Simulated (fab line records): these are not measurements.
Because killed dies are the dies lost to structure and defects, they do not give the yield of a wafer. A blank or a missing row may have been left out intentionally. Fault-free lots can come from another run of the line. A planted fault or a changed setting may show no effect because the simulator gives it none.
Chamber matching + flow nand harc + 4 sister chambers for NHARC_A_BONDPAD_ETCH_12 on rie diel-05
The step etches the open film in CHF3/O2, target depth 220 nm, time 110 s. 4 wafers are shown with their chamber, then 9 later ones without.

## EACH WAFER AND ITS CHAMBER
| wafer  | chamber | run length s (s) |
|--------|---------|------------------|
| L918.5 | 3       | 131.7            |
| L927.3 | 2       | 132.2            |
| L927.5 | 0       | 131.3            |
| L928.5 | 1       | 130.6            |

## WAFERS WHOSE CHAMBER IS MISSING
| wafer  | run length s (s) |
|--------|------------------|
| L935.1 | 131.2            |
| L935.4 | 131.3            |
| L935.5 | 131.7            |
| L936.2 | 130.8            |
| L936.3 | 131.1            |
| L936.6 | 130.8            |
| L937.3 | 131.3            |
| L937.5 | 131.8            |
| L937.6 | 131.7            |

## WHICH CHAMBER EACH ONE RAN IN
| wafer  | from the rows above | in truth                   |
|--------|---------------------|----------------------------|
| L935.1 | 0                   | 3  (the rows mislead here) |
| L935.4 | 0                   | 0                          |
| L935.5 | 3                   | 3                          |
| L936.2 | 1                   | 1                          |
| L936.3 | 0                   | 0                          |
| L936.6 | 1                   | 1                          |
| L937.3 | 0                   | 0                          |
| L937.5 | 3                   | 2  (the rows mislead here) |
| L937.6 | 3                   | 3                          |
Correctly placed: 7 of 9. Not placeable from these rows: 0. Wrongly placed: 2.
How it was worked out, from the rows above alone: a wafer's distance from a chamber is the root of the sum, over the readings, of the square of ((its reading less the chamber's mean) divided by the reading's scatter). If the next closest chamber is less than 2 further off than the closest, the wafer can't be placed; otherwise it belongs to the closest. Each chamber's mean is taken over the wafers shown for it. The scatter: root of mean squared gap, hidden wafer to nearest shown wafer, with one shown wafer a chamber.
